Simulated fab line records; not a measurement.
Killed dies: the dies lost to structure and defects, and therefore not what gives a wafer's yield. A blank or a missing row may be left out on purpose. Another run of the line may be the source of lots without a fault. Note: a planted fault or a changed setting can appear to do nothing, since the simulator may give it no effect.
Matching of chambers    flow nandHarc    cmp-03 running NHARC_P_BONDPAD_CMP_32: 4 sister chambers
The step polishes SiCN, target thk 200 nm. 4 wafers are shown with their chamber, then 9 later ones without.

== EACH WAFER AND ITS CHAMBER ==
wafer   chamber  motorCurrentA (A)
L084.2  0        12.6
L085.2  2        13.1
L085.3  3        13.4
L085.5  1        12.1

== WAFERS WITH NO CHAMBER GIVEN ==
wafer   motorCurrentA (A)
L088.1  13.0
L088.2  13.0
L088.4  13.2
L091.3  13.5
L091.5  13.4
L091.6  12.7
L095.3  12.9
L095.5  12.2
L095.6  13.5

== THE CHAMBER EACH PASSED THROUGH ==
wafer    from the rows above       in truth
L088.1   2                         2
L088.2   2                         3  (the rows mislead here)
L088.4   can't be placed: 2 or 3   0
L091.3   3                         3
L091.5   3                         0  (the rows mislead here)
L091.6   0                         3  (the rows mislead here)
L095.3   can't be placed: 2 or 0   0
L095.5   1                         1
L095.6   3                         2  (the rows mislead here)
Correct placement for 3 of the 9. Cannot be placed on the basis of these rows: 2; the candidates contain the true chamber in 1. Wrongly placed: 4.
How it was worked out, from the rows above alone: a wafer's distance from a chamber is the root of the sum, over the readings, of the square of ((its reading less the chamber's mean) divided by the reading's scatter). If the next closest chamber is less than 2 further off than the closest, the wafer can't be placed; otherwise it belongs to the closest. A chamber's mean is the mean of its shown wafers. The scatter: with one shown wafer a chamber, the root of the mean of the squares of how far each hidden wafer lies from its nearest shown one.
